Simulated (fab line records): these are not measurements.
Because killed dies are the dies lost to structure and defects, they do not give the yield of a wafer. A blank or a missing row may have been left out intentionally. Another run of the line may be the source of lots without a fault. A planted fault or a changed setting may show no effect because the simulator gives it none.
Which tool is to blame? | flow n5Finfet | 27 wafers from 9 lots sampled at 6 of the route's 1938 steps

WHAT EACH GAUGE READ, for each wafer
N5_WELL_APT_OVL_MEAS_09. Usual: for NWELL_OVL the level is 0 nm and the standard deviation is 4.8.
lot  | measured    | on         | NWELL_OVL (nm) | flag
L778 | day 1 19:35 | overlay-02 | 3 -6 -2        | 
L779 | day 2 01:35 | overlay-02 | -8 1 2         | 
L780 | day 2 07:49 | overlay-01 | -1 -4 3        | 
L783 | day 3 01:35 | overlay-01 | 4 1 6          | 
L788 | day 4 07:51 | overlay-02 | 71 65 67       | OFF
L789 | day 4 14:10 | overlay-01 | 70 64 60       | OFF
L791 | day 5 01:46 | overlay-02 | 1 1 0          | 
L799 | day 7 02:04 | overlay-02 | -1 4 -1        | 
L800 | day 7 07:58 | overlay-01 | -2 2 -1        | 

N5_WELL_APT_OVL_MEAS_26. Usual: for PWELL_OVL the level is -2 nm and the standard deviation is 5.7.
lot  | measured    | on         | PWELL_OVL (nm) | flag
L778 | day 1 20:44 | overlay-02 | -6 -9 -14      | 
L779 | day 2 03:19 | overlay-02 | 5 8 12         | 
L780 | day 2 09:04 | overlay-02 | -9 -3 -4       | 
L783 | day 3 02:50 | overlay-02 | 4 1 0          | 
L788 | day 4 08:58 | overlay-01 | -11 -5 -11     | 
L789 | day 4 15:17 | overlay-01 | -4 -8 -1       | 
L791 | day 5 03:00 | overlay-02 | -5 -6 -7       | 
L799 | day 7 03:56 | overlay-01 | 4 -2 -3        | 
L800 | day 7 09:16 | overlay-02 | 4 7 0          | 

N5_BEOL_M4_RC_MEAS_101. Usual: DIBL_N 36.6 mV/V, standard deviation 1.3; DIBL_P 36.4 mV/V, standard deviation 1.4; IOFF_N 0.167 nA/um, standard deviation 0.023; IOFF_P 0.219 nA/um, standard deviation 0.029; ION_N 678 uA/um, standard deviation 8.7; ION_P 464 uA/um, standard deviation 6.4; SS_N 71.5 mV/dec, standard deviation 0.53; SS_P 73.4 mV/dec, standard deviation 0.57; VT_N 248.5 mV, standard deviation 2.8; VT_P -249 mV, standard deviation 3.1.
lot  | measured     | on        | DIBL_N (mV/V)  | DIBL_P (mV/V)  | IOFF_N (nA/um)    | IOFF_P (nA/um)    | ION_N (uA/um) | ION_P (uA/um) | SS_N (mV/dec)  | SS_P (mV/dec)  | VT_N (mV)         | VT_P (mV)      | flag
L778 | day 9 06:21  | prober-01 | 39.7 37.9 37.8 | 38.0 35.7 35.3 | 0.211 0.180 0.174 | 0.267 0.226 0.220 | 692 686 674   | 469 469 463   | 72.4 71.0 71.6 | 74.2 73.1 72.9 | 244.7 245.5 247.3 | -246 -248 -249 | 
L779 | day 9 04:13  | prober-02 | 35.3 34.1 34.1 | 33.7 32.7 33.6 | 0.136 0.125 0.129 | 0.182 0.170 0.179 | 658 659 668   | 455 458 458   | 70.3 70.5 70.8 | 73.0 72.9 72.8 | 255.9 253.4 253.7 | -250 -250 -251 | 
L780 | day 9 01:15  | prober-02 | 35.6 37.3 36.9 | 34.5 36.0 36.0 | 0.152 0.181 0.180 | 0.219 0.244 0.244 | 676 685 679   | 470 472 468   | 71.3 71.9 71.7 | 73.5 73.3 73.9 | 247.8 246.9 249.0 | -246 -247 -245 | 
L783 | day 10 10:31 | prober-02 | 39.2 37.6 38.4 | 38.2 36.8 37.3 | 0.191 0.175 0.176 | 0.240 0.219 0.224 | 684 681 684   | 465 464 466   | 72.3 72.0 72.6 | 73.7 72.9 73.1 | 248.0 247.0 248.2 | -246 -248 -246 | 
L788 | day 11 14:51 | prober-01 | 34.9 34.1 34.5 | 36.0 34.6 35.8 | 0.157 0.154 0.158 | 0.243 0.216 0.238 | 675 678 681   | 467 468 472   | 71.3 71.1 71.1 | 73.4 72.9 73.4 | 252.5 248.4 249.7 | -242 -246 -247 | 
L789 | day 13 02:11 | prober-02 | 35.6 36.8 35.9 | 34.4 36.1 35.5 | 0.148 0.175 0.152 | 0.192 0.229 0.214 | 673 687 671   | 458 468 464   | 70.7 71.4 71.7 | 73.2 73.6 73.0 | 250.9 248.2 248.8 | -250 -248 -248 | 
L791 | day 13 20:31 | prober-01 | 34.8 35.6 36.5 | 34.5 36.9 36.5 | 0.142 0.159 0.169 | 0.195 0.228 0.222 | 661 675 670   | 454 461 459   | 71.8 70.3 71.2 | 73.4 73.5 73.4 | 250.3 249.4 247.3 | -251 -247 -246 | 
L799 | day 15 22:28 | prober-01 | 38.3 37.2 37.2 | 39.0 36.4 36.5 | 0.231 0.193 0.188 | 0.281 0.235 0.234 | 704 689 690   | 477 468 468   | 71.8 71.3 71.6 | 74.7 74.4 73.3 | 242.5 245.3 245.2 | -245 -249 -250 | 
L800 | day 15 15:25 | prober-02 | 36.2 36.1 35.8 | 37.2 36.6 36.3 | 0.160 0.153 0.151 | 0.197 0.182 0.179 | 679 676 679   | 461 457 460   | 71.8 71.3 70.9 | 72.2 72.6 72.6 | 248.6 251.2 250.6 | -252 -250 -252 | 

TOOL THAT RAN EACH LOT (tool first, then ch and the chambers of the sampled wafers, then the start)
lot  | N5_WELL_APT_EXPOSE_05           | N5_WELL_APT_DESCUM_13            | N5_PMOS_HMC_CHANNEL_EPI_DESCUM_14
L778 | krfScanner-01 ch 0, day 1 19:23 | rieDiel-04 ch 0,2, day 1 19:39   | rieDiel-02 ch 2,3, day 1 23:02
L779 | krfScanner-01 ch 0, day 2 01:23 | rieDiel-05 ch 0,2,3, day 2 02:07 | rieDiel-02 ch 1,2,3, day 2 06:11
L780 | krfScanner-01 ch 0, day 2 07:38 | rieDiel-05 ch 0,1, day 2 07:53   | rieDiel-06 ch 1,2,3, day 2 11:20
L783 | krfScanner-02 ch 0, day 3 01:23 | rieDiel-05 ch 0,1, day 3 01:38   | rieDiel-06 ch 0,2, day 3 05:23
L788 | krfScanner-02 ch 0, day 4 07:39 | rieDiel-04 ch 1,2,3, day 4 07:55 | rieDiel-02 ch 1,2,3, day 4 11:13
L789 | krfScanner-02 ch 0, day 4 13:58 | rieDiel-01 ch 0,2,3, day 4 14:13 | rieDiel-03 ch 0,2,3, day 4 17:52
L791 | krfScanner-01 ch 0, day 5 01:33 | rieDiel-04 ch 1,2,3, day 5 01:49 | rieDiel-02 ch 2,3, day 5 05:21
L799 | krfScanner-01 ch 0, day 7 01:52 | rieDiel-01 ch 0,1,2, day 7 02:53 | rieDiel-03 ch 0,1,3, day 7 06:40
L800 | krfScanner-01 ch 0, day 7 07:46 | rieDiel-05 ch 1,3, day 7 08:01   | rieDiel-02 ch 0,1,2, day 7 11:56
- N5_WELL_APT_EXPOSE_05: exposes mask NWELL, defocus 0 nm, target cd 200 nm.
- N5_WELL_APT_DESCUM_13: chemistry O2, time 7.9 s.
- N5_PMOS_HMC_CHANNEL_EPI_DESCUM_14: chemistry O2, time 7.9 s.

AS READ BY THE TOOLS THEMSELVES (means over the sampled wafers that have a number; for cases with no such wafer, the mark the record gives instead)
N5_WELL_APT_DESCUM_13. Usual: drypumpMotorCurrentA 5.9 A, standard deviation 0.47; o2FlowSccm 225.0 sccm, standard deviation 0.67; oesProductAu 0.79 a.u., standard deviation 0.083; rfVppV 243.6 V, standard deviation 1.1; showerheadPlenumPTorr 2.12 Torr, standard deviation 0.054; throttleValvePct 20.49 %, standard deviation 0.16.
lot  | tool       | drypumpMotorCurrentA (A) | o2FlowSccm (sccm) | oesProductAu (a.u.) | rfVppV (V) | showerheadPlenumPTorr (Torr) | throttleValvePct (%) | flag
L778 | rieDiel-04 | 5.7                      | 224.7             | 0.75                | 244.5      | 2.12                         | 20.56                | 
L779 | rieDiel-05 | 5.9                      | 224.8             | 0.85                | 243.1      | 2.15                         | 20.55                | 
L780 | rieDiel-05 | 6.3                      | 225.4             | 0.86                | 244.0      | 2.15                         | 20.29                | 
L783 | rieDiel-05 | 6.3                      | 225.2             | 0.84                | 244.3      | 2.15                         | 20.30                | 
L788 | rieDiel-04 | 5.7                      | 224.7             | 0.71                | 243.4      | 2.10                         | 20.58                | 
L789 | rieDiel-01 | 5.5                      | 225.3             | 0.82                | 243.3      | 2.11                         | 20.42                | 
L791 | rieDiel-04 | 5.8                      | 224.9             | 0.70                | 242.9      | 2.10                         | 20.58                | 
L799 | rieDiel-01 | 5.7                      | 225.0             | 0.78                | 242.8      | 2.10                         | 20.45                | 
L800 | rieDiel-05 | 6.2                      | 225.2             | 0.81                | 242.2      | 2.05                         | 20.48                | 

N5_PMOS_HMC_CHANNEL_EPI_DESCUM_14. Usual: drypumpMotorCurrentA 5.7 A, standard deviation 0.43; o2FlowSccm 225.0 sccm, standard deviation 0.68; oesProductAu 0.77 a.u., standard deviation 0.083; rfVppV 242.9 V, standard deviation 1.4; showerheadPlenumPTorr 2.09 Torr, standard deviation 0.077; throttleValvePct 20.52 %, standard deviation 0.19.
lot  | tool       | drypumpMotorCurrentA (A) | o2FlowSccm (sccm) | oesProductAu (a.u.) | rfVppV (V) | showerheadPlenumPTorr (Torr) | throttleValvePct (%) | flag
L778 | rieDiel-02 | 5.9                      | 225.1             | 0.81                | 243.8      | 2.15                         | 20.56                | 
L779 | rieDiel-02 | 6.1                      | 225.2             | 0.78                | 242.8      | 2.13                         | 20.55                | 
L780 | rieDiel-06 | 5.8                      | 225.1             | 0.75                | 243.4      | 2.09                         | 20.53                | 
L783 | rieDiel-06 | 6.0                      | 225.2             | 0.74                | 242.1      | 2.04                         | 20.32                | 
L788 | rieDiel-02 | 6.1                      | 224.8             | 0.76                | 243.3      | 2.12                         | 20.58                | 
L789 | rieDiel-03 | 5.2                      | 225.2             | 0.76                | 241.9      | 2.01                         | 20.46                | 
L791 | rieDiel-02 | 5.9                      | 225.0             | 0.78                | 243.8      | 2.14                         | 20.59                | 
L799 | rieDiel-03 | 5.4                      | 224.2             | 0.85                | 243.6      | 2.15                         | 20.31                | 
L800 | rieDiel-02 | 6.0                      | 225.0             | 0.87                | 243.2      | 2.13                         | 20.36                | 

THE ANSWER, worked out from the rows above alone
Rule: lot off if the mean of its wafers having a number is beyond 3 standard deviations from the usual mean. A lot without any number at a reading at which 4 lots or more have one is off too. All remaining lots with rows at the step are treated as sound. The gauges are gone through in route order, then the tools' own readings, and for those a lot's mean is taken as printed above. At the first step where some lot is off, the reading lying furthest off is the one used; lots without a number count as furthest.
Off: at N5_WELL_APT_OVL_MEAS_09 (NWELL_OVL), L788, L789.
If a tool, at a process step before that reading, ran all the lots that are off and no sound lot after the first of them, it fits. The gauges at N5_WELL_APT_OVL_MEAS_09 are tried like those tools. One fits: krfScanner-02 at N5_WELL_APT_EXPOSE_05. Its last sound lot is L783 (day 3 01:23), its first lot that is off L788 (day 4 07:39): a fault that began between those two fits.

WHAT HAD BEEN PUT IN BY THE SIMULATOR
Scanner matching overlay: krfScanner-02, from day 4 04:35 on, at N5_WELL_APT_EXPOSE_05. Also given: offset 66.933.
Struck lots among those shown: L788, L789. Same finding as the rule above.
